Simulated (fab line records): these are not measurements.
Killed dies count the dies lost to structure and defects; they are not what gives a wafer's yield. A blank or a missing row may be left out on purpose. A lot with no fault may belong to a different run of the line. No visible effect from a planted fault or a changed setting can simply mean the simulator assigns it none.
fab line records	flow nand_harc
record lots=6	wafers=18	last_day=33
route steps=1302 shown A_ZERO_WELL@397 END@1302
lots that met no fault: from a run of the same line without faults
start_h: start of the lot's first displayed wafer, in hours after the record's first day	wait_h: time in hours since the lot's previous step	" as in the row above	L1.1+2: a single row standing in for several wafers	- either no value or no given start	* or withheld: withheld	< > ~ a bound
route shown NAME@n: NAME is a module with steps in the file, n the number in the route of the first one	usual: average and standard deviation across the fault-free wafers	same: alike in all rows	chamber/n: place in a boat	sites: per-site readings	_std_site: how widely they spread, as a standard deviation	_edge_site: outer sites' mean less inner sites'	radius_mm: for every site, how far away it sits from the centre of the wafer	mask NAME#n: copy n	behind: the last tool/chamber to shape the wafer	hold: cause of the lot's hold/its duration in hours/its outcome	device: the transistor (n, p or np) that didn't switch	end of line: at the end of the route, the tests of the same wafers	where a step has no rows: the recipe by itself	killed: the dies lost at the first sort to structure and to defects; this is not the yield of the wafer	map: dies across one wafer; x = killed, . = not, _ = none there
set.NAME: the setting the step ran with; set.NAME@STEP: the setting that earlier step ran with	model.NAME: the simulator's own value behind a step, which no gauge read
lots at selected steps of the route; one table per step, one row per wafer
services: the hour from which a tool's chamber was out of use, counted from the record's first day as start_h (under 0 if before that day), plus the number of hours and why
## steps
# step NHARC_A_ZERO_WELL_EBR_06
# step NHARC_A_ZERO_WELL_EXPOSE_07
# recipe na=0.55	dose_mj=33.85	mask_id=A_ZERO
# step NHARC_A_ZERO_WELL_PEB_08
# recipe peb_temp_c=128	peb_time_s=80
# step NHARC_A_ZERO_WELL_DEVELOP_09
# recipe time_s=50	dev_temp_c=22
# step NHARC_A_ZERO_WELL_CD_MEAS_10
# recipe target_cd_nm=2000	landing_energy_ev=500
# usual cd_nm=2000.2/2.3
lot.wafer	tool	chamber	start_h	wait_h	cd_nm
L220.1	cd_sem-03	0	172.77	-	1998.1
L220.2	"	0	"	"	1999.6
L220.3	"	0	"	"	1997.1
L223.1	cd_sem-03	0	198.05	-	1997.7
L223.2	"	0	"	"	1997.3
L223.6	"	0	"	"	1996.3
L228.1	cd_sem-01	0	243.73	-	1998.7
L228.2	"	0	"	"	1999.7
L228.5	"	0	"	"	2001.0
L230.2	cd_sem-02	0	265.73	-	2000.1
L230.5	"	0	"	"	1998.0
L230.6	"	0	"	"	2002.7
L239.1	cd_sem-02	0	359.37	-	2000.6
L239.2	"	0	"	"	2000.2
L239.3	"	0	"	"	2000.7
L240.1	cd_sem-01	0	366.99	-	1999.8
L240.5	"	0	"	"	1998.8
L240.6	"	0	"	"	1999.9
# step NHARC_A_ZERO_WELL_HARDBAKE_11
# recipe temp_c=118	time_s=65
# step NHARC_A_ZERO_WELL_DESCUM_12
# recipe time_s=3	o2_flow_sccm=200	ar_flow_sccm=0	bias_power_w=0	chemistry=O2
# usual drypump_motor_current_A=5.6/0.49	oes_product_au=0.999/0.01	rf_vpp_V=57.8/0.99	showerhead_plenum_p_Torr=1.94/0.092	throttle_valve_pct=11.311/0.0098
lot.wafer	tool	chamber	start_h	wait_h	drypump_motor_current_A	oes_product_au	rf_hours_counter_h	rf_vpp_V	showerhead_plenum_p_Torr	throttle_valve_pct
L220.1	rie_diel-09	1	172.93	-	6.2	0.991	11	57.2	1.92	11.290
L220.2	"	2	"	"	5.0	0.977	11	57.6	1.79	11.308
L220.3	"	3	"	"	4.7	0.998	9	57.5	1.95	11.307
L223.2	rie_diel-11	0	198.27	-	5.5	1.001	21	57.2	1.98	11.289
L223.1	"	1	"	"	5.8	0.990	20	56.7	1.77	11.309
L223.6	"	3	"	"	5.7	0.990	-	57.8	1.78	11.335
L228.1	rie_diel-13	0	243.89	-	5.6	0.999	2	59.0	1.91	11.317
L228.2	"	2	"	"	5.6	1.008	1	58.5	2.01	11.304
L228.5	"	3	"	"	6.4	1.005	-	57.4	2.00	11.318
L230.2	rie_diel-13	0	265.88	-	5.6	1.001	2	59.3	1.91	11.313
L230.5	"	0	"	"	5.6	1.004	-	58.0	1.91	11.314
L230.6	"	1	"	"	4.8	1.000	-	57.4	2.03	11.310
L239.1	rie_diel-13	0	359.53	-	5.6	0.990	0	56.2	1.90	11.322
L239.2	"	1	"	"	4.8	1.005	0	59.0	2.02	11.325
L239.3	"	2	"	"	5.6	1.000	0	59.2	2.01	11.322
L240.1	rie_diel-13	3	367.15	-	6.5	0.986	0	59.2	2.00	11.311
L240.5	"	2	"	"	5.6	1.006	-	59.2	2.01	11.304
L240.6	"	3	"	"	6.4	0.990	-	57.3	2.00	11.306
# step NHARC_A_ZERO_WELL_ETCH_19
# recipe target_depth_a=800	overetch_a=240	time_s=87.88	ion_energy_ev=200	n2_flow_sccm=150	h2_flow_sccm=150	ar_flow_sccm=0	rf_w=400	bias_w=150	chemistry=N2/H2
# usual drypump_motor_current_A=5.6/0.49	n2_flow_sccm=150.0/0.44	oes_product_au=1.001/0.012	rf_vpp_V=431.4/3	showerhead_plenum_p_Torr=2.08/0.1	throttle_valve_pct=14.171/0.009
lot.wafer	tool	chamber	start_h	wait_h	drypump_motor_current_A	n2_flow_sccm	oes_product_au	rf_hours_counter_h	rf_vpp_V	showerhead_plenum_p_Torr	throttle_valve_pct
L220.3	rie_diel-09	2	173.02	0.1	5.0	149.9	0.980	11	426.2	1.91	14.165
L220.2	"	3	"	"	4.7	149.7	1.001	9	430.6	2.08	14.179
L220.1	"	0	"	"	6.1	150.4	0.987	9	434.3	2.19	14.168
L223.1	rie_diel-11	3	198.41	0.1	5.7	150.1	1.007	20	425.8	1.89	14.169
L223.2	"	0	"	"	5.5	149.8	0.993	21	433.0	2.11	14.165
L223.6	"	2	"	"	5.7	149.6	0.986	-	433.3	2.12	14.176
L228.1	rie_diel-13	0	243.98	0.1	5.6	149.3	0.996	2	429.9	2.03	14.185
L228.2	"	1	"	"	4.8	149.6	0.997	2	433.5	2.16	14.192
L228.5	"	2	"	"	5.6	149.6	1.012	-	433.2	2.15	14.164
L230.2	rie_diel-13	1	265.97	0.1	4.8	150.0	1.001	2	434.8	2.16	14.168
L230.5	"	0	"	"	5.6	150.1	1.002	-	430.3	2.03	14.173
L230.6	"	1	"	"	4.8	150.2	1.008	-	433.5	2.16	14.171
L239.2	rie_diel-13	2	359.62	0.1	5.6	150.1	1.004	0	433.5	2.15	14.159
L239.1	"	0	"	"	5.6	149.6	0.987	0	430.2	2.03	14.169
L239.3	"	1	"	"	4.8	150.0	1.009	0	433.9	2.16	14.181
L240.1	rie_diel-13	2	367.24	0.1	5.6	150.4	1.000	0	432.1	2.15	14.154
L240.5	"	1	"	"	4.8	149.9	0.993	-	434.8	2.16	14.172
L240.6	"	2	"	"	5.6	149.9	1.002	-	434.5	2.15	14.172
# step NHARC_A_ZERO_WELL_ETCH_13
# recipe target_depth_a=1200	time_s=40.1	hbr_flow_sccm=150	cl2_flow_sccm=50	rf_w=400	icp_w=400	bias_w=100	chemistry=HBr/Cl2
# usual drypump_motor_current_A=5.69/0.26	oes_product_au=1.000/0.0096	throttle_valve_pct=26.405/0.0092
lot.wafer	tool	chamber	start_h	wait_h	drypump_motor_current_A	oes_product_au	rf_hours_counter_h	throttle_valve_pct
L220.1	rie_si-05	0	173.13	-	5.06	0.997	0.3	26.423
L220.3	"	2	"	"	5.31	1.018	0.2	26.420
L220.2	"	3	"	"	5.78	0.989	0.2	26.399
L223.2	rie_si-03	0	198.51	-	5.72	0.998	0.9	26.393
L223.1	"	3	"	"	5.59	1.000	1.0	26.407
L223.6	"	1	"	"	5.44	0.994	-	26.397
L228.1	rie_si-05	2	244.10	-	5.32	0.990	0.6	26.415
L228.2	"	0	"	"	5.05	0.995	0.7	26.403
L228.5	"	2	"	"	5.32	0.987	-	26.405
L230.2	rie_si-04	2	266.13	-	6.12	1.003	0.6	26.404
L230.6	"	3	"	"	5.65	1.001	-	26.414
L230.5	"	0	"	"	5.95	1.008	-	26.403
L239.1	rie_si-04	2	359.73	-	6.09	1.004	0.0	26.421
L239.2	"	0	"	"	5.95	1.019	0.1	26.382
L239.3	"	1	"	"	5.96	1.007	0.0	26.409
L240.1	rie_si-03	1	367.36	-	5.45	0.990	1.0	26.391
L240.6	"	0	"	"	5.76	1.001	-	26.402
L240.5	"	1	"	"	5.41	0.980	-	26.410
# step NHARC_A_ZERO_WELL_STRIP_14
# recipe time_s=900	temp_c=130	chemistry=SPM
# step NHARC_A_ZERO_WELL_IMPLANT_15
# recipe energy_kev=150	dose_cm2=1e+13	tilt_deg=7
# step NHARC_A_ZERO_WELL_PRECLEAN_22
# recipe time_s=60	temp_c=50	bath_age_min=0	chemistry=SC1
# usual sc1_h2o2_end_mol_l=0.3698/0.00071
lot.wafer	tool	chamber	start_h	wait_h	sc1_h2o2_end_mol_l
L220.1	wet_bench-06	3	173.91	0.2	0.3698
L220.3	"	6	"	"	0.3710
L220.2	"	7	"	"	0.3681
L223.1	wet_bench-05	1	199.28	0.2	0.3712
L223.2	"	2	"	"	0.3687
L223.6	"	6	"	"	0.3693
L228.2	wet_bench-06	5	244.85	0.2	0.3696
L228.1	"	7	"	"	0.3702
L228.5	"	0	"	"	0.3695
L230.2	wet_bench-06	5	266.88	0.2	0.3694
L230.5	"	6	"	"	0.3694
L230.6	"	7	"	"	0.3708
L239.2	wet_bench-04	3	360.51	0.2	0.3688
L239.1	"	4	"	"	0.3693
L239.3	"	5	"	"	0.3695
L240.1	wet_bench-04	4	368.12	0.2	0.3703
L240.6	"	5	"	"	0.3683
L240.5	"	0	"	"	0.3692
# step NHARC_A_ZERO_WELL_SRD_23
# step NHARC_A_ZERO_WELL_RTA_16
# recipe temp_c=1000	time_s=10
# usual lamp_power_pct=28.3/1.2	wafer_temp_C_max=1004.0/0.85
lot.wafer	tool	chamber	start_h	wait_h	lamp_power_pct	wafer_temp_C_max
L220.1	rtp_anneal-02	0	174.04	-	26.8	1005.1
L220.2	"	0	"	"	26.8	1005.8
L220.3	"	0	"	"	26.8	1003.7
L223.1	rtp_anneal-01	0	199.42	-	29.2	1005.9
L223.2	"	0	"	"	29.3	1004.2
L223.6	"	0	"	"	29.2	1004.8
L228.1	rtp_anneal-01	0	244.99	-	29.2	1004.2
L228.2	"	0	"	"	29.2	1004.9
L228.5	"	0	"	"	29.3	1002.6
L230.2	rtp_anneal-01	0	267.02	-	29.2	1004.9
L230.5	"	0	"	"	29.2	1004.7
L230.6	"	0	"	"	29.2	1004.2
L239.1	rtp_anneal-01	0	360.64	-	29.2	1003.2
L239.2	"	0	"	"	29.3	1004.1
L239.3	"	0	"	"	29.3	1004.0
L240.1	rtp_anneal-01	0	368.25	-	29.2	1003.2
L240.5	"	0	"	"	29.2	1003.6
L240.6	"	0	"	"	29.2	1003.2
# step NHARC_A_ZERO_WELL_INSPECT_17
# usual raw_defect_count=11/6.2
lot.wafer	tool	chamber	start_h	wait_h	hold	raw_defect_count
L220.1	defect_inspect-02	-	174.23	0.2	-	36
L220.2	"	-	"	"	-	29
L220.3	"	-	"	"	-	21
L223.1	defect_inspect-02	-	199.61	0.2	-	8
L223.2	"	-	"	"	-	10
L223.6	"	-	"	"	-	27
L228.1	defect_inspect-01	-	245.18	0.2	await_dispo/0.2h/release	464
L228.2	"	-	"	"	await_dispo/0.2h/release	481
L228.5	"	-	"	"	await_dispo/0.2h/release	473
L228.1	defect_inspect-01	-	245.36	0.2	-	463
L228.2	"	-	"	"	-	461
L228.5	"	-	"	"	-	480
L230.2	defect_inspect-01	-	267.19	0.1	await_dispo/0.2h/release	483
L230.5	"	-	"	"	await_dispo/0.2h/release	479
L230.6	"	-	"	"	await_dispo/0.2h/release	508
L230.2	defect_inspect-01	-	267.36	0.2	-	477
L230.5	"	-	"	"	-	473
L230.6	"	-	"	"	-	522
L239.1	defect_inspect-02	-	360.84	0.2	-	14
L239.2	"	-	"	"	-	9
L239.3	"	-	"	"	-	9
L240.1	defect_inspect-02	-	368.45	0.2	-	3
L240.5	"	-	"	"	-	4
L240.6	"	-	"	"	-	10
# step NHARC_END_SORT_01
# recipe temp_c=25
# usual defect_limited_yield=91/3.4	killed_at_array=55/23	killed_at_other=1.0/1.2	killed_at_periphery=3.2/2.7	killed_dies=59/23	killed_open=3.1/1.6	killed_short=2.2/1.5
# same gross_dies=677
lot.wafer	tool	chamber	start_h	wait_h	defect_limited_yield[%]	killed_at_array	killed_at_other	killed_at_periphery	killed_dies	killed_open	killed_short
L220.1	prober-01	0	593.20	2.5	88	80	0	1	81	1	2
L220.2	prober-01	0	594.00	2.8	90	69	0	2	71	1	2
L220.3	prober-01	0	594.79	3.1	91	57	0	3	60	0	3
L223.1	prober-01	0	604.45	2.5	89	66	0	8	74	3	1
L223.2	prober-01	0	605.25	2.8	88	75	1	5	81	4	1
L223.6	prober-01	0	608.46	4.0	90	61	1	5	67	3	0
# killed by level:class
L220.1 A_CHANNEL_HOLE_D2:chamber_film_flake=36 A_CHANNEL_HOLE_D1:chamber_film_flake=34 A_CONTACT:chamber_film_flake=4 A_CHANNEL_FILL_D2:chamber_film_flake=2 A_CHANNEL_FILL_D1:geometric_particle:open=1 A_CHANNEL_HOLE_D2:geometric_particle:short=1 A_M0:geometric_particle:short=1 P_STI:chamber_film_flake=1
L220.2 A_CHANNEL_HOLE_D2:chamber_film_flake=32 A_CHANNEL_HOLE_D1:chamber_film_flake=26 A_CHANNEL_FILL_D2:chamber_film_flake=2 A_SLIT:chamber_film_flake=2 A_CONTACT:chamber_film_flake=2 A_DECK1_JOINT:geometric_particle:open=1 A_DECK1_JOINT:geometric_particle:short=1 A_WL_FILL:geometric_particle:short=1
L220.3 A_CHANNEL_HOLE_D1:chamber_film_flake=27 A_CHANNEL_HOLE_D2:chamber_film_flake=26 P_CONTACT:geometric_particle:short=1 A_CHANNEL_HOLE_D1:geometric_particle:short=1 A_CHANNEL_HOLE_D2:geometric_particle:short=1 P_ZERO_WELL:chamber_film_flake=1 P_GATE:chamber_film_flake=1 A_STAIRCASE:chamber_film_flake=1
L223.1 A_CHANNEL_HOLE_D1:chamber_film_flake=31 A_CHANNEL_HOLE_D2:chamber_film_flake=27 P_M2:chamber_film_flake=5 A_M1:chamber_film_flake=3 P_M0:geometric_particle:open=1 A_SOURCE_PLATE:geometric_particle:open=1 A_CHANNEL_FILL_D1:geometric_particle:open=1 A_WL_FILL:geometric_particle:short=1
L223.2 A_CHANNEL_HOLE_D2:chamber_film_flake=35 A_CHANNEL_HOLE_D1:chamber_film_flake=32 A_CHANNEL_HOLE_D1:geometric_particle:open=2 P_M2:chamber_film_flake=2 A_CONTACT:chamber_film_flake=2 P_CONTACT:geometric_particle:open=1 A_DECK1_JOINT:geometric_particle:short=1 A_M0:geometric_particle:open=1
L223.6 A_CHANNEL_HOLE_D1:chamber_film_flake=23 A_CHANNEL_HOLE_D2:chamber_film_flake=23 A_CONTACT:chamber_film_flake=5 A_M1:chamber_film_flake=4 A_WL_FILL:geometric_particle:open=2 P_GATE:chamber_film_flake=2 P_M2:chamber_film_flake=2 A_M1:geometric_particle:open=1
## services
tool	chamber	start_h	hours	kind
rie_diel-13	-	165.00	9.0	pm
rie_diel-13	0	165.00	9.0	vent_cycle
rie_diel-13	1	165.00	9.0	vent_cycle
rie_si-04	-	165.04	9.0	pm
rie_diel-09	2	184.02	4.3	repair
rie_diel-09	0	185.73	11.3	repair
wet_bench-06	-	193.60	8.0	pm
rie_diel-13	2	196.21	16.4	repair
rie_diel-09	3	197.26	6.5	repair
rie_si-04	3	216.48	10.8	repair
rie_si-03	-	221.00	9.0	pm
rie_diel-11	2	224.91	5.4	repair
wet_bench-04	-	227.20	8.0	pm
rie_diel-11	-	255.53	9.0	pm
rie_si-05	-	255.61	22.2	repair
wet_bench-05	-	260.80	8.0	pm
rie_si-03	2	264.36	9.4	repair
rie_diel-13	3	267.09	18.9	repair
rie_diel-11	3	300.67	3.9	repair
rie_si-05	-	305.00	9.0	pm
rie_diel-09	-	320.17	9.0	pm
rie_diel-13	-	342.00	9.0	pm
rie_si-04	-	342.04	9.0	pm
rie_diel-11	0	361.92	7.8	repair
## key
first_sign step=NHARC_A_ZERO_WELL_INSPECT_17	reading=visit	direction=added
effect step=NHARC_A_ZERO_WELL_INSPECT_17	reading=raw_defect_count	direction=up	sigmas=75	usual=11	struck=481
met_at NHARC_A_ZERO_WELL_PRECLEAN_22
struck_wafers L228.1,L228.2,L228.5,L230.2,L230.5,L230.6
scrapped_behind NHARC_A_ZERO_WELL_INSPECT_17 L228.1,L228.2,L228.5,L230.2,L230.5,L230.6
onset_between 173.91 244.85
fault kind=chamber_particle_source	tool=wet_bench-06	chamber=-	onset_h=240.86	steps=NHARC_A_ZERO_WELL_PRECLEAN_22	rate_per_visit_cm2=0.74776	end_h=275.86
